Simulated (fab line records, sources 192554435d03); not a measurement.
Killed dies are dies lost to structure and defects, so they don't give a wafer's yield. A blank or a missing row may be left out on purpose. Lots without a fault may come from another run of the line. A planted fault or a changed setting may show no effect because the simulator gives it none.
A struck lot beside a sound one | flow n5_finfet | 17 steps out of a route of 1938
Sound: wafers L950.1, L950.2, L950.4. Struck: wafers L955.4, L955.5, L955.6. The cause comes at the end.
At each step with rows: each side's tool, then ch and its chambers, then its first start. Under that, the readings that differ: sound wafers | struck wafers | difference of the means | sigmas: that difference in standard deviations of wafers without a fault.
alike: readings whose means differ by less than 2 such deviations, and words and numbers that are the same on both sides. not compared: withheld readings, readings that some wafer has no value for, bounds like >300 that may hide the same value, and numbers for which the record gives no deviation and whose values overlap.
The two part at a step that has a row with sigmas, a row that says differs or no value, or rows on one side only. Numbers that don't overlap but have no deviation are shown without sigmas and don't part them. A reading that every wafer of one side lacks parts them only if that side has two wafers or more.

N5_BEOL_M9_ETCH_62: etches SOC in N2/H2, target depth 110 nm, overetch 22 nm, time 165 s.
  sound on rie_diel-05 ch 0,1,3, day 12 23:46; struck on rie_diel-02 ch 1,2, day 14 09:19
  alike: drypump_motor_current_A, oes_product_au, rf_fwd_power_W, rf_vpp_V, showerhead_plenum_p_Torr, throttle_valve_pct
  not compared: rf_hours_counter_h
then, 1 step without rows for these wafers: N5_BEOL_M9_STRIP_68 (strips in N2/H2).
N5_BEOL_M9_STRIP_67: strips in CF4.
  sound on rie_diel-05 ch 0,1,3, day 12 23:55; struck on rie_diel-02 ch 1,2, day 14 09:28
  alike: drypump_motor_current_A, oes_product_au, rf_vpp_V, showerhead_plenum_p_Torr, throttle_valve_pct
  not compared: rf_hours_counter_h
N5_BEOL_M9_HM_OPEN_17: chemistry Cl2/BCl3, target TiN, target depth 20 nm, overetch 6 nm.
  sound on rie_metal-03 ch 0,1, day 12 23:58; struck on rie_metal-02 ch 0,1, day 14 09:32
  alike: drypump_motor_current_A, oes_product_au, rf_fwd_power_W, throttle_valve_pct
  not compared: rf_hours_counter_h
N5_BEOL_M9_STRIP_19: strips in O2.
  sound on rie_diel-05 ch 0,1,3, day 13 00:04; struck on rie_diel-02 ch 0,1,2, day 14 09:37
  alike: drypump_motor_current_A, oes_product_au, rf_vpp_V, showerhead_plenum_p_Torr, throttle_valve_pct
  not compared: rf_hours_counter_h
N5_BEOL_M9_CD_MEAS_18: pitch 140 nm, target cd 70 nm.
  sound on cd_sem-01, day 13 00:08; struck on cd_sem-01, day 14 09:41
  alike: cd_nm
then, 6 steps without rows for these wafers: N5_BEOL_M9_COAT_63 (time 60 s, resist thk 60 nm); N5_BEOL_M9_COAT_64 (time 60 s, resist thk 12 nm); N5_BEOL_M9_COAT_75 (time 60 s, resist thk 5 nm); N5_BEOL_M9_COAT_22 (resist thk 30 nm); N5_BEOL_M9_EBR_24; N5_BEOL_M9_SOFTBAKE_23 (time 60 s).
N5_BEOL_M9_EXPOSE_25: exposes mask V8.
  sound on euv_scanner-02 ch 0, day 13 00:31; struck on euv_scanner-02 ch 0, day 14 10:42
  reading              | sound             | struck            | difference | sigmas
  exposure_dose_mJ_cm2 | 37.27 37.27 37.27 | 35.94 35.93 35.93 | -1.34      | -41
  alike: mask
then, 2 steps without rows for these wafers: N5_BEOL_M9_PEB_26 (peb time 60 s); N5_BEOL_M9_DEVELOP_27 (develop time 30 s).
N5_BEOL_M9_CD_MEAS_28: target cd 70 nm.
  sound on cd_sem-03 ch 0, day 13 00:39; struck on cd_sem-02 ch 0, day 14 10:49
  reading    | sound             | struck            | difference | sigmas
  cd_nm (nm) | 69.65 69.82 69.83 | 69.02 69.21 69.59 | -0.49      | -2
N5_BEOL_M9_OVL_MEAS_29:
  sound on overlay-02 ch 0, day 13 00:41; struck on overlay-01 ch 0, day 14 10:52
  alike: V8_OVL

WHERE THEY PART
First at N5_BEOL_M9_EXPOSE_25; last, within this record, at N5_BEOL_M9_CD_MEAS_28. Later steps at which nothing parts them and some readings are alike: N5_BEOL_M9_OVL_MEAS_29.

WHY: what the simulator had put in
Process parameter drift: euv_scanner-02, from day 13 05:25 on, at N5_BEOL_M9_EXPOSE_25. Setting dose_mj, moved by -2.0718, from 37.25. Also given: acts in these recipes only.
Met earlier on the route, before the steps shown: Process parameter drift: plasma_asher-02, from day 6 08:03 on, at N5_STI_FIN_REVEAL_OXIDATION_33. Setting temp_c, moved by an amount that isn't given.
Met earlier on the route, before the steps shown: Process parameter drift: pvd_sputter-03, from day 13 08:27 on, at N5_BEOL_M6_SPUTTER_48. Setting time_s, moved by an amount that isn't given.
